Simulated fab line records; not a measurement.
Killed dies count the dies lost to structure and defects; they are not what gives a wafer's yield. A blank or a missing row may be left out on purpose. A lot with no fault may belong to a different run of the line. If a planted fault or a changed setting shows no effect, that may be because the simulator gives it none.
What tool caused it? / flow n5_finfet / 10 lots with 26 wafers sampled at 7 steps, on a route of 1938 steps

## WHAT THE GAUGES SHOWED, per wafer
N5_SD_EPI_P_INSPECT_26: inspects for defects (darkfield).
lot=L434; measured=day 3 12:15; on=defect_inspect-02; raw_defect_count=196 224 213
lot=L435; measured=day 3 16:26; on=defect_inspect-01; raw_defect_count=138 187 138
lot=L437; measured=day 4 05:02; on=defect_inspect-02; raw_defect_count=201 147 158
lot=L439; measured=day 4 16:03; on=defect_inspect-01; raw_defect_count=89 141
lot=L442; measured=day 5 15:00; on=defect_inspect-01; raw_defect_count=195 156
lot=L446; measured=day 6 18:36; on=defect_inspect-01; raw_defect_count=816 811 822
lot=L448; measured=day 7 02:11; on=defect_inspect-01; raw_defect_count=840 796 890
lot=L453; measured=day 8 04:28; on=defect_inspect-02; raw_defect_count=268 187
lot=L456; measured=day 8 22:19; on=defect_inspect-01; raw_defect_count=219 213 157
lot=L457; measured=day 9 03:48; on=defect_inspect-01; raw_defect_count=125 128

N5_SD_ACTIVATION_INSPECT_02: inspects for defects (darkfield).
lot=L434; measured=day 3 14:37; on=defect_inspect-01; raw_defect_count=170 209 181
lot=L435; measured=day 3 17:11; on=defect_inspect-01; raw_defect_count=133 172 121
lot=L437; measured=day 4 05:48; on=defect_inspect-02; raw_defect_count=192 135 168
lot=L439; measured=day 4 16:49; on=defect_inspect-01; raw_defect_count=92 147
lot=L442; measured=day 5 15:58; on=defect_inspect-02; raw_defect_count=203 178
lot=L446; measured=day 6 19:21; on=defect_inspect-01; raw_defect_count=812 804 818
lot=L448; measured=day 7 02:57; on=defect_inspect-02; raw_defect_count=874 824 913
lot=L453; measured=day 8 05:13; on=defect_inspect-01; raw_defect_count=234 154
lot=L456; measured=day 8 23:04; on=defect_inspect-01; raw_defect_count=222 207 166
lot=L457; measured=day 9 04:44; on=defect_inspect-01; raw_defect_count=119 124

N5_BEOL_M4_RC_MEAS_101.
lot=L434; measured=day 8 17:35; on=prober-01; DIBL_N (mV/V)=37.9 39.5 37.5; DIBL_P (mV/V)=37.0 40.3 36.5; IOFF_N (nA/um)=0.18 0.22 0.16; IOFF_P (nA/um)=0.19 0.23 0.17; ION_N (uA/um)=674 687 664; ION_P (uA/um)=447 456 444; SS_N (mV/dec)=71.8 71.9 72.2; SS_P (mV/dec)=73.2 74.3 73.8; VT_N (mV)=248 247 253; VT_P (mV)=-249.9 -250.1 -252.8
lot=L435; measured=day 8 09:50; on=prober-02; DIBL_N (mV/V)=35.1 36.0 34.3; DIBL_P (mV/V)=37.0 36.9 35.4; IOFF_N (nA/um)=0.16 0.15 0.14; IOFF_P (nA/um)=0.24 0.23 0.20; ION_N (uA/um)=691 666 674; ION_P (uA/um)=474 459 464; SS_N (mV/dec)=71.2 71.7 71.2; SS_P (mV/dec)=74.0 73.6 73.3; VT_N (mV)=251 253 249; VT_P (mV)=-247.6 -248.0 -248.0
lot=L437; measured=day 8 12:47; on=prober-01; DIBL_N (mV/V)=33.5 35.6 35.8; DIBL_P (mV/V)=33.0 35.0 35.6; IOFF_N (nA/um)=0.12 0.15 0.14; IOFF_P (nA/um)=0.17 0.19 0.19; ION_N (uA/um)=677 665 667; ION_P (uA/um)=465 453 452; SS_N (mV/dec)=70.8 71.1 70.7; SS_P (mV/dec)=72.1 72.9 73.2; VT_N (mV)=254 249 251; VT_P (mV)=-252.8 -252.3 -250.6
lot=L439; measured=day 9 03:45; on=prober-01; DIBL_N (mV/V)=38.2 40.7; DIBL_P (mV/V)=38.3 40.6; IOFF_N (nA/um)=0.17 0.23; IOFF_P (nA/um)=0.27 0.31; ION_N (uA/um)=664 681; ION_P (uA/um)=468 468; SS_N (mV/dec)=71.4 72.2; SS_P (mV/dec)=73.9 74.6; VT_N (mV)=247 247; VT_P (mV)=-245.9 -244.4
lot=L442; measured=day 10 02:35; on=prober-02; DIBL_N (mV/V)=34.7 37.2; DIBL_P (mV/V)=36.2 38.4; IOFF_N (nA/um)=0.14 0.19; IOFF_P (nA/um)=0.21 0.25; ION_N (uA/um)=661 668; ION_P (uA/um)=459 466; SS_N (mV/dec)=71.6 72.7; SS_P (mV/dec)=73.8 74.6; VT_N (mV)=252 249; VT_P (mV)=-247.3 -244.8
lot=L446; measured=day 11 02:27; on=prober-02; DIBL_N (mV/V)=36.2 37.6 35.9; DIBL_P (mV/V)=36.8 40.2 36.7; IOFF_N (nA/um)=0.17 0.22 0.16; IOFF_P (nA/um)=0.22 0.29 0.21; ION_N (uA/um)=659 682 663; ION_P (uA/um)=451 468 455; SS_N (mV/dec)=72.7 72.4 72.2; SS_P (mV/dec)=72.9 73.5 73.3; VT_N (mV)=252 249 254; VT_P (mV)=-249.3 -247.1 -252.4
lot=L448; measured=day 11 17:58; on=prober-01; DIBL_N (mV/V)=38.0 36.4 38.3; DIBL_P (mV/V)=37.7 35.8 39.0; IOFF_N (nA/um)=0.16 0.13 0.18; IOFF_P (nA/um)=0.23 0.19 0.26; ION_N (uA/um)=663 664 683; ION_P (uA/um)=456 461 469; SS_N (mV/dec)=71.7 70.7 71.3; SS_P (mV/dec)=73.1 73.1 74.0; VT_N (mV)=253 257 250; VT_P (mV)=-248.8 -252.7 -245.5
lot=L453; measured=day 12 20:08; on=prober-01; DIBL_N (mV/V)=40.9 39.5; DIBL_P (mV/V)=43.4 40.8; IOFF_N (nA/um)=0.28 0.22; IOFF_P (nA/um)=0.34 0.28; ION_N (uA/um)=707 682; ION_P (uA/um)=486 456; SS_N (mV/dec)=74.2 73.1; SS_P (mV/dec)=75.1 75.3; VT_N (mV)=243 244; VT_P (mV)=-244.5 -247.6
lot=L456; measured=day 13 14:06; on=prober-02; DIBL_N (mV/V)=37.3 33.3 37.4; DIBL_P (mV/V)=35.9 32.1 37.0; IOFF_N (nA/um)=0.17 0.11 0.19; IOFF_P (nA/um)=0.21 0.15 0.23; ION_N (uA/um)=681 664 700; ION_P (uA/um)=462 455 474; SS_N (mV/dec)=72.1 70.4 71.9; SS_P (mV/dec)=73.4 72.4 73.5; VT_N (mV)=248 254 245; VT_P (mV)=-250.6 -254.1 -250.7
lot=L457; measured=day 13 14:38; on=prober-01; DIBL_N (mV/V)=34.0 39.7; DIBL_P (mV/V)=35.0 42.6; IOFF_N (nA/um)=0.15 0.27; IOFF_P (nA/um)=0.20 0.35; ION_N (uA/um)=686 712; ION_P (uA/um)=473 485; SS_N (mV/dec)=71.6 73.2; SS_P (mV/dec)=73.2 75.6; VT_N (mV)=247 242; VT_P (mV)=-249.2 -245.4

## WHAT TOOL EACH LOT RAN ON (gives the tool, then ch and the chambers of the sampled wafers, and finally the start)
lot=L434; N5_SD_EPI_P_PRECLEAN_52=wet_bench-06 ch 0,5,7, day 3 09:25; N5_ILD0_LINER_00=ald_sin-02 ch 2,3, day 3 14:40; N5_ILD0_ALD_15=ald_sin-02 ch 0,1,2, day 3 18:22; N5_ILD0_CMP_12=cmp-04 ch 1,2, day 3 20:34
lot=L435; N5_SD_EPI_P_PRECLEAN_52=wet_bench-01 ch 0,4,7, day 3 13:30; N5_ILD0_LINER_00=ald_sin-01 ch 1,2, day 3 17:13; N5_ILD0_ALD_15=ald_sin-04 ch 1,2,3, day 3 20:55; N5_ILD0_CMP_12=cmp-02 ch 1,2, day 3 23:07
lot=L437; N5_SD_EPI_P_PRECLEAN_52=wet_bench-01 ch 0,4,7, day 4 02:07; N5_ILD0_LINER_00=ald_sin-02 ch 0,1, day 4 05:54; N5_ILD0_ALD_15=ald_sin-04 ch 0,1,2, day 4 09:36; N5_ILD0_CMP_12=cmp-04 ch 0,1,2, day 4 11:52
lot=L439; N5_SD_EPI_P_PRECLEAN_52=wet_bench-01 ch 1,6, day 4 13:16; N5_ILD0_LINER_00=ald_sin-04 ch 0,2, day 4 17:01; N5_ILD0_ALD_15=ald_sin-02 ch 0,1, day 4 21:05; N5_ILD0_CMP_12=cmp-04 ch 0,2, day 4 23:24
lot=L442; N5_SD_EPI_P_PRECLEAN_52=wet_bench-04 ch 0,4, day 5 12:11; N5_ILD0_LINER_00=ald_sin-02 ch 2,3, day 5 16:55; N5_ILD0_ALD_15=ald_sin-02 ch 2,3, day 5 20:37; N5_ILD0_CMP_12=cmp-04 ch 2,3, day 5 22:49
lot=L446; N5_SD_EPI_P_PRECLEAN_52=wet_bench-01 ch 0,1,7, day 6 15:48; N5_ILD0_LINER_00=ald_sin-02 ch 0,1,2, day 6 19:23; N5_ILD0_ALD_15=ald_sin-02 ch 0,2,3, day 6 23:05; N5_ILD0_CMP_12=cmp-04 ch 0,3, day 7 01:17
lot=L448; N5_SD_EPI_P_PRECLEAN_52=wet_bench-01 ch 5,6,7, day 6 23:23; N5_ILD0_LINER_00=ald_sin-02 ch 0,2,3, day 7 02:59; N5_ILD0_ALD_15=ald_sin-01 ch 1,2,3, day 7 06:52; N5_ILD0_CMP_12=cmp-04 ch 0,3, day 7 09:04
lot=L453; N5_SD_EPI_P_PRECLEAN_52=wet_bench-06 ch 3,4, day 8 01:32; N5_ILD0_LINER_00=ald_sin-04 ch 0,1, day 8 05:25; N5_ILD0_ALD_15=ald_sin-04 ch 1,3, day 8 09:21; N5_ILD0_CMP_12=cmp-02 ch 0,1, day 8 11:35
lot=L456; N5_SD_EPI_P_PRECLEAN_52=wet_bench-06 ch 0,3,4, day 8 19:31; N5_ILD0_LINER_00=ald_sin-02 ch 1,2, day 8 23:07; N5_ILD0_ALD_15=ald_sin-04 ch 0,1, day 9 02:49; N5_ILD0_CMP_12=cmp-03 ch 0,1,2, day 9 05:05
lot=L457; N5_SD_EPI_P_PRECLEAN_52=wet_bench-04 ch 2,4, day 9 01:00; N5_ILD0_LINER_00=ald_sin-04 ch 0,2, day 9 05:29; N5_ILD0_ALD_15=ald_sin-02 ch 1,2, day 9 09:33; N5_ILD0_CMP_12=cmp-02 ch 0,3, day 9 11:45
- N5_SD_EPI_P_PRECLEAN_52: cleans in O3/DIW, time 60 s.
- N5_ILD0_LINER_00: material SiNx, target thk 4 nm, pulse time 1 s, purge time 2 s.
- N5_ILD0_ALD_15: deposits SiNx, target thk 24 nm, pulse time 1 s, ald cycles 480.
- N5_ILD0_CMP_12: polishes SiNx, stops on poly-Si, t overpolish 6 s, target thk 17.67 nm.

## WHAT THE TOOLS THEMSELVES READ (means of the sampled wafers that have a number; where no wafer has one, the mark that the record gives instead)
N5_ILD0_LINER_00.
lot=L434; tool=ald_sin-02; chamber_pressure_Torr (Torr)=1.997; heater_power_w (W)=893; precursor_pulse_height_rel=1.000
lot=L435; tool=ald_sin-01; chamber_pressure_Torr (Torr)=1.998; heater_power_w (W)=999; precursor_pulse_height_rel=1.000
lot=L437; tool=ald_sin-02; chamber_pressure_Torr (Torr)=1.998; heater_power_w (W)=801; precursor_pulse_height_rel=1.002
lot=L439; tool=ald_sin-04; chamber_pressure_Torr (Torr)=1.999; heater_power_w (W)=864; precursor_pulse_height_rel=0.996
lot=L442; tool=ald_sin-02; chamber_pressure_Torr (Torr)=2.000; heater_power_w (W)=876; precursor_pulse_height_rel=1.010
lot=L446; tool=ald_sin-02; chamber_pressure_Torr (Torr)=2.001; heater_power_w (W)=823; precursor_pulse_height_rel=0.992
lot=L448; tool=ald_sin-02; chamber_pressure_Torr (Torr)=1.998; heater_power_w (W)=838; precursor_pulse_height_rel=1.009
lot=L453; tool=ald_sin-04; chamber_pressure_Torr (Torr)=2.002; heater_power_w (W)=782; precursor_pulse_height_rel=1.002
lot=L456; tool=ald_sin-02; chamber_pressure_Torr (Torr)=2.001; heater_power_w (W)=852; precursor_pulse_height_rel=1.012
lot=L457; tool=ald_sin-04; chamber_pressure_Torr (Torr)=2.001; heater_power_w (W)=878; precursor_pulse_height_rel=1.012

N5_ILD0_ALD_15.
lot=L434; tool=ald_sin-02; chamber_pressure_Torr (Torr)=2.001; heater_power_w (W)=832; precursor_pulse_height_rel=1.002
lot=L435; tool=ald_sin-04; chamber_pressure_Torr (Torr)=2.003; heater_power_w (W)=844; precursor_pulse_height_rel=1.001
lot=L437; tool=ald_sin-04; chamber_pressure_Torr (Torr)=2.002; heater_power_w (W)=830; precursor_pulse_height_rel=0.990
lot=L439; tool=ald_sin-02; chamber_pressure_Torr (Torr)=1.998; heater_power_w (W)=808; precursor_pulse_height_rel=0.990
lot=L442; tool=ald_sin-02; chamber_pressure_Torr (Torr)=1.998; heater_power_w (W)=880; precursor_pulse_height_rel=1.026
lot=L446; tool=ald_sin-02; chamber_pressure_Torr (Torr)=1.999; heater_power_w (W)=844; precursor_pulse_height_rel=0.989
lot=L448; tool=ald_sin-01; chamber_pressure_Torr (Torr)=2.001; heater_power_w (W)=923; precursor_pulse_height_rel=1.005
lot=L453; tool=ald_sin-04; chamber_pressure_Torr (Torr)=2.000; heater_power_w (W)=798; precursor_pulse_height_rel=0.994
lot=L456; tool=ald_sin-04; chamber_pressure_Torr (Torr)=2.006; heater_power_w (W)=763; precursor_pulse_height_rel=0.986
lot=L457; tool=ald_sin-02; chamber_pressure_Torr (Torr)=2.006; heater_power_w (W)=816; precursor_pulse_height_rel=1.008

N5_ILD0_CMP_12.
lot=L434; tool=cmp-04; head_pressure_psi (psi)=2.504; motor_current_A (A)=8.3; overpolish_run_s (s)=6.005; time_to_endpoint_s (s)=31
lot=L435; tool=cmp-02; head_pressure_psi (psi)=2.501; motor_current_A (A)=9.4; overpolish_run_s (s)=5.998; time_to_endpoint_s (s)=27
lot=L437; tool=cmp-04; head_pressure_psi (psi)=2.497; motor_current_A (A)=8.6; overpolish_run_s (s)=5.996; time_to_endpoint_s (s)=29
lot=L439; tool=cmp-04; head_pressure_psi (psi)=2.497; motor_current_A (A)=8.3; overpolish_run_s (s)=5.999; time_to_endpoint_s (s)=30
lot=L442; tool=cmp-04; head_pressure_psi (psi)=2.503; motor_current_A (A)=9.2; overpolish_run_s (s)=6.005; time_to_endpoint_s (s)=30
lot=L446; tool=cmp-04; head_pressure_psi (psi)=2.492; motor_current_A (A)=9.3; overpolish_run_s (s)=6.000; time_to_endpoint_s (s)=31
lot=L448; tool=cmp-04; head_pressure_psi (psi)=2.499; motor_current_A (A)=10.0; overpolish_run_s (s)=6.007; time_to_endpoint_s (s)=29
lot=L453; tool=cmp-02; head_pressure_psi (psi)=2.496; motor_current_A (A)=9.9; overpolish_run_s (s)=5.999; time_to_endpoint_s (s)=31
lot=L456; tool=cmp-03; head_pressure_psi (psi)=2.500; motor_current_A (A)=9.6; overpolish_run_s (s)=6.004; time_to_endpoint_s (s)=26
lot=L457; tool=cmp-02; head_pressure_psi (psi)=2.502; motor_current_A (A)=8.9; overpolish_run_s (s)=6.000; time_to_endpoint_s (s)=32

## THE ANSWER, worked out from the rows above alone
Rule: what is usual is taken from the lots themselves. Put in order of their means at a reading, lots are off if they are a third of the lots or fewer, leave a main group of 4 or more, and stand apart from it by a gap of 3 or more times the standard deviation of the main group's means; of several such gaps the widest counts. The tables above print the reading to a certain number of digits; a main group whose means all agree to those digits is not used. Also off: a lot with no number at a reading for which 4 or more lots have one. All remaining lots with rows at the step are treated as sound. The gauges are gone through in route order, then the tools' own readings, and for those a lot's mean is taken as printed above. The first step at which some lot is off is used, and at that step the reading that is off furthest; a lot without a number counts as furthest.
Off: L446, L448 (N5_SD_EPI_P_INSPECT_26, raw_defect_count). For the main group the mean is 172 and the standard deviation 37.
If a tool, at a process step before that reading, ran all the lots that are off and no sound lot after the first of them, it fits. Gauges at N5_SD_EPI_P_INSPECT_26: tried the same way as those tools. One fits: wet_bench-01 at N5_SD_EPI_P_PRECLEAN_52. Its last sound lot is L439 (day 4 13:16), its first lot that is off L446 (day 6 15:48): a fault that began between those two fits.

## WHAT THE SIMULATOR HAD INSERTED
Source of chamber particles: wet_bench-01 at N5_SD_EPI_P_PRECLEAN_52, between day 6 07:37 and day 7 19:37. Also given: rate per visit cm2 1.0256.
Shown lots that were struck: L446, L448. The same result came from the rule above.
